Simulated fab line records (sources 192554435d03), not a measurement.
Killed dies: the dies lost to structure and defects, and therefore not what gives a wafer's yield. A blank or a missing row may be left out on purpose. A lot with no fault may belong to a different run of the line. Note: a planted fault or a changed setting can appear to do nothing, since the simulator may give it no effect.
Split-lot study -- flow n5-finfet -- on a route of 1938 steps: 7 lots, 21 wafers read

## THE SPLIT ITSELF
At N5_BEOL_M9_COAT_75 (time 60 s, resist thk 5 nm), the setting spin-rpm was moved away from the recipe's 1500 rpm on 7 of the 21 wafers read, by -10.1% to -3.3%. For the rest of the wafers, this setting stayed at what the recipe calls for.

## FROM THE SPLIT TO THE READING: what the file shows between them, 4 steps
- N5_BEOL_M9_EXPOSE_25: exposes mask V8 (also split here: dose-mj)
- N5_BEOL_M9_PEB_26: peb time 60 s
- N5_BEOL_M9_DEVELOP_27: develop time 30 s
- N5_BEOL_M9_DESCUM_33: chemistry O2, time 7 s

## THE READING
etch.depth-nm (the simulator's own value, which no gauge read), in nm, at N5_BEOL_M9_ETCH_76 (etches underlayer in N2/H2, target depth 6.5 nm, time 5.2 s). No usual value for it is given in the file. Average 4.999 nm, standard deviation 0.0085 nm, over the 14 wafers here run with the recipe.

wafer,"tool, chamber at the split","spin-rpm as run, rpm",against the recipe,"etch.depth-nm, nm",against lot-mates on the recipe
L077.2,"litho-track-05, 0",1500,recipe,4.986,-
L077.4,"litho-track-05, 0",1500,recipe,4.997,-
L077.5,"litho-track-05, 0",1500,recipe,4.999,-
L076.1,"litho-track-03, 0",1500,recipe,5.004,-
L076.2,"litho-track-03, 0",1500,recipe,4.986,-
L076.6,"litho-track-03, 0",1500,recipe,5.012,-
L081.4,"litho-track-03, 0",1500,recipe,5.008,-
L081.5,"litho-track-03, 0",1395,-7.0%,5.19,+0.189
L081.6,"litho-track-03, 0",1500,recipe,4.995,-
L080.2,"litho-track-03, 0",1500,recipe,5.015,-
L080.5,"litho-track-03, 0",1450,-3.3%,5.08,+0.065
L080.6,"litho-track-03, 0",1450,-3.3%,5.074,+0.059
L084.1,"litho-track-03, 0",1500,recipe,5.004,-
L084.4,"litho-track-03, 0",1441,-3.9%,5.126,+0.125
L084.5,"litho-track-03, 0",1500,recipe,4.998,-
L085.2,"litho-track-02, 0",1500,recipe,4.999,-
L085.3,"litho-track-02, 0",1348,-10.1%,5.274,+0.275
L085.5,"litho-track-02, 0",1348,-10.1%,5.285,+0.286
L095.1,"litho-track-02, 0",1500,recipe,4.994,-
L095.2,"litho-track-02, 0",1500,recipe,4.99,-
L095.5,"litho-track-02, 0",1368,-8.8%,5.243,+0.251

FIT RESULTS
A straight line over all 21 wafers: etch.depth-nm changes by -0.0276 nm for each +1% of spin-rpm; r = -1.00; the points scatter about the line by 0.0098 nm.
The same after taking each lot's own level away (the mean of its wafers on the recipe; 21 wafers): -0.0276 nm for each +1%; r = -0.99; scatter 0.012 nm.
According to that fit, moving spin-rpm by its largest amount changes the reading by 0.28 nm.
The lots' own levels span 4.9920 to 5.0150 nm, that is 2.7 times the standard deviation above.
The two slopes agree, so the slope changes little with the lot-to-lot level.
Check: with one of the wafers moved furthest among these (-10.1%) left out of the fit, the line predicts +0.279 nm for it against its lot-mates. Against them it came out at +0.275 nm.

## OTHER SPLITS ON THESE WAFERS
These wafers also went through other splits before the reading. Each is held against what the fit with the lots' levels taken away leaves over:
other split on the same wafers,wafers away from the commonest value,r with etch.depth-nm (lot level and that fit taken away)
N5_BEOL_M8_ILD_DEP_00 time-s,7,-0.11
N5_BEOL_M8_PECVD_70 time-s,7,-0.43
N5_BEOL_M8_EXPOSE_08 dose-mj,9,+0.03
N5_BEOL_M8_ETCH_62 bias-w,3,+0.36
N5_BEOL_M9_EXPOSE_25 dose-mj,5,+0.08

## THE FILE'S OWN FIT
etch.depth-nm changes by -0.0277 nm for each +1% of spin-rpm, r = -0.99.
